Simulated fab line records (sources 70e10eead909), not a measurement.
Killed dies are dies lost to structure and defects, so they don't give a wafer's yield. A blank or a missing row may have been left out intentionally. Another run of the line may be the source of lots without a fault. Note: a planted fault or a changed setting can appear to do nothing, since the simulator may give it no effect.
fab line records	flow nandHarc
record: lots: 6	wafers: 18	lastDay: 33
route steps=1302 shown P_M0@278 P_M1@285 END@1302
lots untouched by any fault: they come from a run of this same line in which no faults occurred
startH: hours from the record's first day to the start of the lot's first wafer shown	waitH: time in hours since the lot's previous step	" identical to the entry in the row above	L1.1+2: several wafers, shown together as one row	- either no value or no given start	* or withheld: withheld	< > ~ a bound
route shown NAME@n: NAME is a module with steps in the file, n the number in the route of the first one	usual: mean/standard deviation of fault-free wafers	same: alike in all rows	chamber/n: place in a boat	sites: the reading at each site	_std_site: the values' standard deviation	_edge_site: mean of outer sites minus mean of inner sites	radiusMm: how far each site lies from the wafer's centre	mask NAME#n: copy n	behind: the last tool/chamber to shape the wafer	hold: cause of the lot's hold/its duration in hours/its outcome	device: the transistor (n, p or np) that didn't switch	end of line: tests of these same wafers at the route's end	for a step that has no rows: nothing shown but its recipe	killed: the dies lost at the first sort to structure and to defects; this is not the yield of the wafer	map: the dies of a wafer, with x for killed, . for not killed, _ for no die there
set.NAME: the setting the step ran with; set.NAME@STEP: the setting that earlier step ran with	model.NAME: the simulator's own value behind a step, which no gauge read
certain route steps with their lots: each step a table, each wafer a row
services: when a tool's chamber went out of use (startH, in hours from the record's first day, below 0 if earlier), for how many hours, and the reason
== steps ==
step: NHARC_P_M0_CMP_23
recipe: tOverpolishS: 20	targetThkNm: 117.54
usual: motorCurrentA: 12.0/1.3	slurryFilterDpKPa: 13.51/0.14	timeToEndpointS: 29.3/2.5
lot.wafer	tool	chamber	startH	waitH	motorCurrentA	slurryFilterDpKPa	timeToEndpointS
L214.4	cmp-02	2	172.80	-	11.5	13.55	29.2
L214.1	"	0	"	"	11.3	13.38	26.1
L214.3	"	1	"	"	10.9	13.56	28.1
L217.4	cmp-01	0	194.33	-	14.8	13.68	32.3
L217.1	"	1	"	"	10.3	13.50	34.0
L217.6	"	0	"	"	14.4	13.46	33.3
L229.3	cmp-02	3	315.28	-	13.2	13.58	26.8
L229.4	"	0	"	"	11.1	13.67	27.6
L229.5	"	3	"	"	13.2	13.67	24.0
L230.3	cmp-02	1	323.24	-	10.2	13.47	28.1
L230.4	"	2	"	"	10.6	13.55	29.6
L230.5	"	2	"	"	11.2	13.49	27.7
L232.1	cmp-01	2	346.51	-	13.0	13.43	28.2
L232.5	"	1	"	"	10.3	13.66	28.8
L232.6	"	2	"	"	12.8	13.68	29.7
L233.4	cmp-02	2	357.21	-	11.3	13.74	28.6
L233.2	"	1	"	"	10.9	13.35	25.9
L233.5	"	2	"	"	11.7	13.51	25.5
step: NHARC_P_M0_THK_MEAS_24
recipe: thkMeasGauge: xrf
usual: thkNm: 118.0/1.5
lot.wafer	tool	chamber	startH	waitH	thkNm
L214.1	filmMetro-02	-	173.11	-	118.2
L214.3	"	-	"	"	117.0
L214.4	"	-	"	"	118.9
L217.1	filmMetro-01	-	194.65	-	121.9
L217.4	"	-	"	"	120.8
L217.6	"	-	"	"	119.8
L229.3	filmMetro-01	-	315.57	-	116.9
L229.4	"	-	"	"	117.0
L229.5	"	-	"	"	117.2
L230.3	filmMetro-01	-	323.56	-	118.1
L230.4	"	-	"	"	116.3
L230.5	"	-	"	"	118.4
L232.1	filmMetro-02	-	346.79	-	118.5
L232.5	"	-	"	"	117.0
L232.6	"	-	"	"	118.1
L233.2	filmMetro-02	-	357.52	-	118.2
L233.4	"	-	"	"	118.2
L233.5	"	-	"	"	116.6
step: NHARC_P_M0_SRD_25
step: NHARC_P_M0_INSPECT_27
usual: rawDefectCount: 320/140
lot.wafer	tool	chamber	startH	waitH	rawDefectCount
L214.1	defectInspect-02	-	173.29	0.0	305
L214.3	"	-	"	"	137
L214.4	"	-	"	"	235
L217.1	defectInspect-01	-	194.80	0.0	327
L217.4	"	-	"	"	312
L217.6	"	-	"	"	323
L229.3	defectInspect-02	-	315.73	0.0	619
L229.4	"	-	"	"	355
L229.5	"	-	"	"	261
L230.3	defectInspect-01	-	323.72	0.0	351
L230.4	"	-	"	"	411
L230.5	"	-	"	"	348
L232.1	defectInspect-01	-	346.95	0.0	387
L232.5	"	-	"	"	412
L232.6	"	-	"	"	313
L233.2	defectInspect-01	-	357.68	0.0	398
L233.4	"	-	"	"	222
L233.5	"	-	"	"	282
step: NHARC_P_M0_PRE_CLEAN_31
recipe: timeS: 12	tempC: 370	rfPowerW: 300	gas: NH3
usual: heaterPowerW: 608/76
lot.wafer	tool	chamber	startH	waitH	heaterPowerW
L214.1	pecvd-01	0	173.35	0.1	581
L214.3	"	1	"	"	597
L214.4	"	0	"	"	584
L217.1	pecvd-01	0	194.87	0.1	649
L217.6	"	1	"	"	550
L217.4	"	2	"	"	657
L229.3	pecvd-03	2	315.79	0.1	649
L229.5	"	2	"	"	661
L229.4	"	0	"	"	659
L230.3	pecvd-04	0	323.79	0.1	650
L230.4	"	1	"	"	635
L230.5	"	2	"	"	495
L232.1	pecvd-01	0	347.02	0.1	569
L232.6	"	1	"	"	497
L232.5	"	2	"	"	615
L233.2	pecvd-01	1	357.75	0.1	617
L233.4	"	1	"	"	592
L233.5	"	0	"	"	623
step: NHARC_P_M0_DEP_32
recipe: targetThkA: 300	tempC: 370	targetThkNm: 30	pressureTorr: 3	flowSccm: 200	rfW: 450	material: SiCN
usual: heaterPowerW: 561/63
lot.wafer	tool	chamber	startH	waitH	heaterPowerW
L214.1	pecvd-01	0	173.43	0.1	495
L214.3	"	1	"	"	533
L214.4	"	0	"	"	487
L217.1	pecvd-01	0	194.95	0.1	582
L217.6	"	1	"	"	465
L217.4	"	2	"	"	555
L229.3	pecvd-03	2	315.87	0.1	585
L229.5	"	2	"	"	601
L229.4	"	0	"	"	582
L230.3	pecvd-04	0	323.87	0.1	552
L230.4	"	1	"	"	588
L230.5	"	2	"	"	477
L232.1	pecvd-01	0	347.10	0.1	476
L232.6	"	1	"	"	523
L232.5	"	2	"	"	517
L233.2	pecvd-01	1	357.83	0.1	540
L233.4	"	1	"	"	554
L233.5	"	0	"	"	562
step: NHARC_P_M1_DEP_00
recipe: targetThkA: 1825	targetThkNm: 182.5	tempC: withheld	pressureTorr: 5	flowSccm: 200	rfW: 600	material: SiOC
step: NHARC_P_M1_DEHYDRATE_01
recipe: tempC: 150	timeS: 120
step: NHARC_P_M1_HMDS_02
recipe: timeS: 30
step: NHARC_P_M1_COAT_34
recipe: tempC: 200	timeS: 65
step: NHARC_P_M1_COAT_03
recipe: spinRpm: 1500	resistThkNm: 90
step: NHARC_P_M1_SOFTBAKE_04
recipe: tempC: 105	timeS: 55
usual: exhaustPa: 45.1/1	heaterPowerTotalW: 188.45/0.14	resistLineTempC: 23.00/0.1
lot.wafer	tool	chamber	startH	waitH	exhaustPa	heaterPowerTotalW	resistLineTempC
L214.1	lithoTrack-01	0	174	-	46.7	188.50	23.05
L214.3	"	0	"	"	45.3	188.25	23.04
L214.4	"	0	"	"	44.7	188.33	23.11
L217.1	lithoTrack-04	0	196	-	45.0	188.34	22.96
L217.4	"	0	"	"	44.6	188.30	22.98
L217.6	"	0	"	"	44.6	188.39	22.86
L229.3	lithoTrack-01	0	316	-	46.3	178.64	22.97
L229.4	"	0	"	"	45.4	179.12	22.96
L229.5	"	0	"	"	44.8	178.70	22.97
L230.3	lithoTrack-01	0	324	-	46.6	178.63	22.96
L230.4	"	0	"	"	47.0	178.67	23.02
L230.5	"	0	"	"	46.6	178.97	22.95
L232.1	lithoTrack-06	0	348	-	46.2	188.45	23.16
L232.5	"	0	"	"	45.8	188.33	23.11
L232.6	"	0	"	"	45.2	188.52	22.96
L233.2	lithoTrack-04	0	358	-	44.2	188.34	23.01
L233.4	"	0	"	"	45.1	188.29	23.04
L233.5	"	0	"	"	45.1	188.42	23.09
step: NHARC_P_M1_EBR_05
step: NHARC_END_SORT_01
recipe: tempC: 25
usual: defectLimitedYield: 90/3.3	killedAtArray: 61/22	killedAtOther: 0.8/1	killedAtPeriphery: 3.8/2.3	killedDies: 66/22	killedOpen: 3.2/1.9	killedShort: 2.8/1.8
same: grossDies: 677
lot.wafer	tool	chamber	startH	waitH	defectLimitedYield[%]	killedAtArray	killedAtOther	killedAtPeriphery	killedDies	killedOpen	killedShort
L214.1	prober-02	0	608.48	2.5	87	76	0	10	86	2	5
L214.3	prober-02	0	610.08	3.1	87	80	2	8	90	3	4
L214.4	prober-02	0	610.88	3.4	87	82	0	3	85	3	1
L217.1	prober-02	0	639.49	2.5	93	44	1	4	49	5	10
L217.4	prober-02	0	641.87	3.4	93	43	1	2	46	3	1
L217.6	prober-02	0	643.45	4.0	94	36	0	2	38	1	4
L229.3	prober-02	0	751.95	3.1	88	73	1	4	78	5	4
L229.4	prober-02	0	752.76	3.4	89	75	0	1	76	0	4
L229.5	prober-02	0	753.56	3.7	88	73	0	5	78	1	5
L230.3	prober-01	0	754.04	3.1	92	45	1	5	51	2	3
L230.4	prober-01	0	754.85	3.4	89	70	2	3	75	3	4
L230.5	prober-01	0	755.66	3.7	93	41	3	3	47	3	1
L233.2	prober-01	0	799.53	2.8	93	45	1	2	48	5	5
L233.4	prober-01	0	801.13	3.4	94	38	3	2	43	2	1
L233.5	prober-01	0	801.94	3.7	93	42	0	4	46	6	6
killed by level:class
L214.1 A_CHANNEL_HOLE_D1:chamberFilmFlake=29 A_SLIT:chamberFilmFlake=27 A_CHANNEL_HOLE_D2:chamberFilmFlake=7 P_GATE:chamberFilmFlake=3 A_SGD_CUT:chamberFilmFlake=3 P_ZERO_WELL:chamberFilmFlake=2 P_STI:chamberFilmFlake=2 P_M1:chamberFilmFlake=2
L214.3 A_SLIT:chamberFilmFlake=30 A_CHANNEL_HOLE_D1:chamberFilmFlake=28 A_CHANNEL_HOLE_D2:chamberFilmFlake=9 P_M1:chamberFilmFlake=5 A_SGD_CUT:chamberFilmFlake=4 A_CONTACT:chamberFilmFlake=3 A_SGD_CUT:geometricParticle:short=2 P_ZERO_WELL:chamberFilmFlake=2
L214.4 A_CHANNEL_HOLE_D1:chamberFilmFlake=37 A_SLIT:chamberFilmFlake=20 A_CHANNEL_HOLE_D2:chamberFilmFlake=12 A_STAIRCASE:chamberFilmFlake=3 A_SGD_CUT:chamberFilmFlake=3 P_M2:chamberFilmFlake=2 A_ONON_D1:geometricParticle:open=1 A_ONON_D2:geometricParticle:open=1
L217.1 A_CHANNEL_HOLE_D2:chamberFilmFlake=18 A_CHANNEL_FILL_D1:geometricParticle:short=6 A_CONTACT:chamberFilmFlake=4 A_CHANNEL_HOLE_D1:chamberFilmFlake=3 A_STAIRCASE:chamberFilmFlake=2 A_SLIT:chamberFilmFlake=2 A_BONDPAD:chamberFilmFlake=2 P_CONTACT:geometricParticle:short=1
L217.4 A_CHANNEL_HOLE_D2:chamberFilmFlake=16 A_CONTACT:chamberFilmFlake=10 A_BONDPAD:chamberFilmFlake=4 A_SLIT:chamberFilmFlake=3 P_STI:chamberFilmFlake=2 A_CHANNEL_HOLE_D1:chamberFilmFlake=2 A_CHANNEL_FILL_D1:geometricParticle:open=1 A_CHANNEL_FILL_D2:geometricParticle:open=1
L217.6 A_CHANNEL_HOLE_D2:chamberFilmFlake=15 A_CONTACT:chamberFilmFlake=5 A_BONDPAD:chamberFilmFlake=4 A_CHANNEL_HOLE_D1:chamberFilmFlake=3 A_WL_FILL:chamberFilmFlake=2 P_GATE:geometricParticle:open=1 A_CHANNEL_FILL_D1:geometricParticle:short=1 A_DECK1_JOINT:geometricParticle:short=1
L229.3 A_CHANNEL_HOLE_D1:chamberFilmFlake=34 A_CHANNEL_HOLE_D2:chamberFilmFlake=19 A_SLIT:chamberFilmFlake=4 P_ZERO_WELL:chamberFilmFlake=3 A_STAIRCASE:chamberFilmFlake=3 A_CHANNEL_FILL_D2:chamberFilmFlake=2 P_STI:geometricParticle:open=1 A_SOURCE_PLATE:geometricParticle:open=1
L229.4 A_CHANNEL_HOLE_D1:chamberFilmFlake=31 A_CHANNEL_HOLE_D2:chamberFilmFlake=29 A_SLIT:chamberFilmFlake=7 A_CONTACT:chamberFilmFlake=2 P_CONTACT:geometricParticle:short=1 A_DECK1_JOINT:geometricParticle:short=1 A_CHANNEL_FILL_D2:geometricParticle:short=1 A_M1:geometricParticle:short=1
L229.5 A_CHANNEL_HOLE_D1:chamberFilmFlake=32 A_CHANNEL_HOLE_D2:chamberFilmFlake=21 A_SLIT:chamberFilmFlake=4 A_CHANNEL_FILL_D1:chamberFilmFlake=3 P_ZERO_WELL:chamberFilmFlake=2 A_DECK1_JOINT:chamberFilmFlake=2 A_STAIRCASE:chamberFilmFlake=2 A_WL_FILL:chamberFilmFlake=2
L230.3 A_CHANNEL_HOLE_D2:chamberFilmFlake=22 A_CHANNEL_HOLE_D1:chamberFilmFlake=11 A_SLIT:chamberFilmFlake=7 P_GATE:chamberFilmFlake=3 P_M0:geometricParticle:open=1 A_ONON_D1:geometricParticle:short=1 A_ONON_D1:geometricParticle:open=1 A_CHANNEL_HOLE_D2:geometricParticle:short=1
L230.4 A_SLIT:chamberFilmFlake=33 A_CHANNEL_HOLE_D1:chamberFilmFlake=13 A_CHANNEL_HOLE_D2:chamberFilmFlake=10 A_STAIRCASE:chamberFilmFlake=4 A_CONTACT:chamberFilmFlake=4 A_CHANNEL_FILL_D2:geometricParticle:open=2 THIN_TSV:chamberFilmFlake=2 P_GATE:geometricParticle:open=1
L230.5 A_SLIT:chamberFilmFlake=20 A_CHANNEL_HOLE_D2:chamberFilmFlake=12 A_CHANNEL_HOLE_D1:chamberFilmFlake=5 THIN_TSV:chamberFilmFlake=3 P_CONTACT:geometricParticle:open=1 A_ONON_D1:geometricParticle:open=1 A_DECK1_JOINT:geometricParticle:short=1 A_DECK1_JOINT:geometricParticle:open=1
L233.2 A_CHANNEL_HOLE_D1:chamberFilmFlake=18 A_SLIT:chamberFilmFlake=11 A_CONTACT:chamberFilmFlake=5 A_BLC:geometricParticle:open=2 A_WL_FILL:chamberFilmFlake=2 P_GATE:geometricParticle:short=1 P_M0:geometricParticle:open=1 A_CHANNEL_HOLE_D1:geometricParticle:short=1
L233.4 A_CHANNEL_HOLE_D1:chamberFilmFlake=17 A_SLIT:chamberFilmFlake=12 A_CONTACT:chamberFilmFlake=5 THIN_TSV:chamberFilmFlake=3 P_CONTACT:geometricParticle:short=1 A_CHANNEL_FILL_D1:geometricParticle:open=1 A_DECK1_JOINT:geometricParticle:open=1 P_GATE:chamberFilmFlake=1
L233.5 A_CHANNEL_HOLE_D1:chamberFilmFlake=16 A_SLIT:chamberFilmFlake=11 A_CONTACT:chamberFilmFlake=4 A_ONON_D1:geometricParticle:short=2 P_GATE:geometricParticle:short=1 P_CONTACT:geometricParticle:short=1 P_M1:geometricParticle:short=1 A_ONON_D1:geometricParticle:open=1
== services ==
tool	chamber	startH	hours	kind
cmp-01	-	154.51	0.8	repair
lithoTrack-01	-	155.00	7.0	pm
pecvd-04	1	163.69	4.2	repair
cmp-01	-	172.66	0.5	repair
pecvd-03	-	173.08	2.4	repair
lithoTrack-06	-	179.00	7.0	pm
pecvd-03	-	185.00	13.0	pm
cmp-01	-	185.50	4.0	pm
cmp-02	-	196.39	3.6	repair
lithoTrack-04	-	203.00	7.0	pm
pecvd-01	1	212.34	20.4	repair
cmp-02	-	232.55	4.0	pm
pecvd-04	1	271.63	17.4	repair
cmp-02	-	279.53	0.4	repair
cmp-01	-	283.50	4.0	pm
pecvd-04	-	308.92	13.0	pm
pecvd-01	-	311.14	13.0	pm
pecvd-01	0	311.14	13.0	ventCycle
lithoTrack-01	-	330.00	7.0	pm
cmp-02	-	330.55	4.0	pm
pecvd-04	0	331.84	4.2	repair
pecvd-04	1	333.54	16.0	repair
cmp-02	-	343.04	2.3	repair
lithoTrack-06	-	354.00	7.0	pm
== key ==
firstSign: step: NHARC_P_M1_SOFTBAKE_04	reading: heaterPowerTotalW	direction: down	sigmas: 71	usual: *	struck: *
effect none on later readings
metAt NHARC_P_M1_SOFTBAKE_04
struckWafers L229.3,L229.4,L229.5,L230.3,L230.4,L230.5
onsetBetween 174 316
fault: kind: processParameterDrift	tool: lithoTrack-01	chamber: -	onsetH: 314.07	steps: NHARC_P_M1_SOFTBAKE_04	channel: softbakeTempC	offset: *	shape: step	endH: 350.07	actsIn: *	stated: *
